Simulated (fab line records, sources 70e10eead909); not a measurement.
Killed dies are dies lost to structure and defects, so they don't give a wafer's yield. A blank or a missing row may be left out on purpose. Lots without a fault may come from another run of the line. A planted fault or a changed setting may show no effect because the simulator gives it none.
One fault seen from 2 desks | flow nand_harc | each desk has only its own numbers; what lay behind them comes last

THE METROLOGY DESK
What the gauges read, lot by lot, whatever tool the lot ran on: means of the sampled wafers that have a number. A lot is out of limits, marked OUT, if its mean lies more than 4 standard deviations from the usual mean; the brackets give that distance.
Columns: A = thk_nm at NHARC_A_ONON_D1_THK_MEAS_11, usual 1002 nm; B = thk_nm at NHARC_A_ONON_D1_THK_MEAS_24, usual 1002 nm; C = cd_nm at NHARC_A_CHANNEL_HOLE_D1_CD_MEAS_10, usual 100.0 nm
lot  | first seen here | A    | B             | C
L215 | day 7 22:19     | 1011 | 995           | 100.1
L216 | day 8 08:19     | 1009 | 992           | 99.9
L218 | day 9 00:59     | 989  | 997           | 99.4
L220 | day 9 17:35     | 1012 | 1005          | 99.8
L219 | day 9 17:36     | 989  | 1014          | 100.2
L222 | day 10 13:07    | 1010 | 1000          | 99.6
L221 | day 10 13:08    | 1001 | 1005          | 99.9
L229 | day 14 06:00    | 1008 | 577 (-39) OUT | -
L231 | day 14 22:16    | 994  | 574 (-39) OUT | -
L232 | day 15 07:00    | 1011 | 1010          | 100.2
L234 | day 15 15:56    | 983  | 989           | 100.1
L235 | day 16 00:07    | 1010 | 1008          | 99.6
L238 | day 17 04:27    | 1011 | 1021          | 99.8
L237 | day 17 04:29    | 999  | 1021          | 99.9
This desk's finding: out of limits on L229, L231; first on L229, day 14 16:37 (thk_nm at NHARC_A_ONON_D1_THK_MEAS_24). In limits: L215, L216, L218, L220, L219, L222, L221, L232, L234, L235, L238, L237.

THE DEFECT DESK
What the inspections along the route counted, lot by lot: means of the sampled wafers that have a number. A lot is out of limits, marked OUT, if its mean lies more than 4 standard deviations from the usual mean; the brackets give that distance.
Columns: A = raw_defect_count at NHARC_A_START_INSPECT_01, usual 3.4
lot  | first seen here | A
L215 | day 6 18:19     | 2.7
L216 | day 7 07:39     | 3.0
L218 | day 7 22:50     | 3.0
L219 | day 8 14:28     | 2.3
L220 | day 8 17:20     | 4.0
L221 | day 9 13:08     | 4.0
L222 | day 9 13:22     | 3.3
L229 | day 13 03:34    | 4.3
L231 | day 13 16:51    | 3.3
L232 | day 14 04:28    | 4.7
L234 | day 14 15:56    | 3.7
L235 | day 14 21:06    | 2.0
L237 | day 16 00:56    | 3.0
L238 | day 16 03:41    | 1.7
This desk's finding: nothing out of limits on any of the 14 lots.

PUT TOGETHER
The metrology desk could have raised an alarm at day 14 16:37, on L229, L231.
The defect desk saw nothing out of limits.
The defect desk has L229, L231 on record, within its limits.
Of the lots named, all ran NHARC_A_ONON_D1_DEP_22 on pecvd_onon-02.

WHAT THE SIMULATOR HAD PUT IN
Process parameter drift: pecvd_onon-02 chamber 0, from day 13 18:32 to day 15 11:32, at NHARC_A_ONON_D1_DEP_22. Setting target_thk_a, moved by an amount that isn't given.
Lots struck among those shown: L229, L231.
Hours from the fault's start to each desk's first reading out of limits: the metrology desk, 22.
